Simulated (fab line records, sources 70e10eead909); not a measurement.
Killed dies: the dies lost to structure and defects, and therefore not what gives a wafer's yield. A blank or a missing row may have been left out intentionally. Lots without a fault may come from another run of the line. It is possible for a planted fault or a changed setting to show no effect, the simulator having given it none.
Problem report, 8D (eight disciplines) form, completed by code    flow nand-harc    the parts of the form that need people (team, actions taken, sign-off) are left out

1. THE ISSUE
At NHARC_A_ONON_D1_THK_MEAS_02, thk-nm averages 1796 nm over 3 wafers from 2 lots, while fault-free wafers read 998 nm, standard deviation 9.5. That puts it +84 standard deviations away from the usual mean.
The step: measures by ellipsometry.
First observed at day 11 19:39: wafer L934.4, on film-metro-01. The record has a number at this step for 38 wafers belonging to 13 lots. The rule behind "out" and "out of limits": a value lying over 4 standard deviations away from the usual mean. The other wafers with a number count as sound.

2. WHAT IT IS AND WHAT IT IS NOT
question                     is                      is not
which readings at this step  thk-nm                  -
which lots                   L934, L936              L924, L925, L927, L929, L931, L932, L943, L944, L945, L946, L947
which wafers of those lots   L934.4, L936.1, L936.4  L934.3, L934.6
read on which gauges         film-metro-01           film-metro-02
when                         from day 11 19:39       up to then (20 sound wafers); but 15 sound wafers of L943, L944, L945, L946, L947 came after

3. THE SUSPECTS, EACH WITH WHAT RULES IT OUT
Counting: any tool at a process step up to the reading remains a suspect provided it ran every lot that is out. Sound lots after the first of them don't rule it out here, since some wafers of a struck lot are sound.
- the gauge at NHARC_A_ONON_D1_THK_MEAS_02 has been ruled out. All the wafers that are out were read on film-metro-01, but those of them that NHARC_END_SORT_01 has rows for are out there too, on other tools.
- pecvd-onon-02 at NHARC_A_ONON_D1_DEP_00 (target thk 1000 nm): kept. It processed each lot that is out (first: L934, day 11 19:16); up to then, its last sound lot is L932 (day 11 03:07).
Left after counting: pecvd-onon-02 at NHARC_A_ONON_D1_DEP_00.

4. THE CAUSE (what the simulator had put in)
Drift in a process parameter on pecvd-onon-02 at NHARC_A_ONON_D1_DEP_00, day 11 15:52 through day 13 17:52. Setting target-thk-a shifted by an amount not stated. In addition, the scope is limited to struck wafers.
After counting, this tool was the only one left.

5. THE EFFECT CHAIN, in route order
Each row: a reading where the mean over the struck wafers with a number is more than 3 standard deviations away from the usual. Only readings for which the record gives a usual standard deviation are gone through. hours: the time from each lot's start at the first step in this table that gives one to its start at this step, as a median over the lots. sigmas: the change in usual standard deviations.
hours  step                         reading          usual   on struck wafers  change  sigmas
0      NHARC_A_ONON_D1_THK_MEAS_02  thk-nm           998 nm  1796              +798    +84
402    NHARC_END_SORT_01            killed-at-array  54      669               +615    +36
402    NHARC_END_SORT_01            killed-dies      58      677               +619    +36

6. WHAT WOULD HAVE CAUGHT IT SOONER
In this record the first reading out of limits at a measuring or inspecting step was taken at day 11 19:39, 4 hours after the fault began at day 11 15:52.
No tool reading at NHARC_A_ONON_D1_DEP_00 that has a usual standard deviation in the record was out on any struck wafer, so an alarm limit of 4 standard deviations on those readings would not have fired.
L936, from the lots that are out (2), started NHARC_A_ONON_D1_DEP_00 on pecvd-onon-02 later than day 11 19:39. Putting the tool on hold at that point would have spared it.
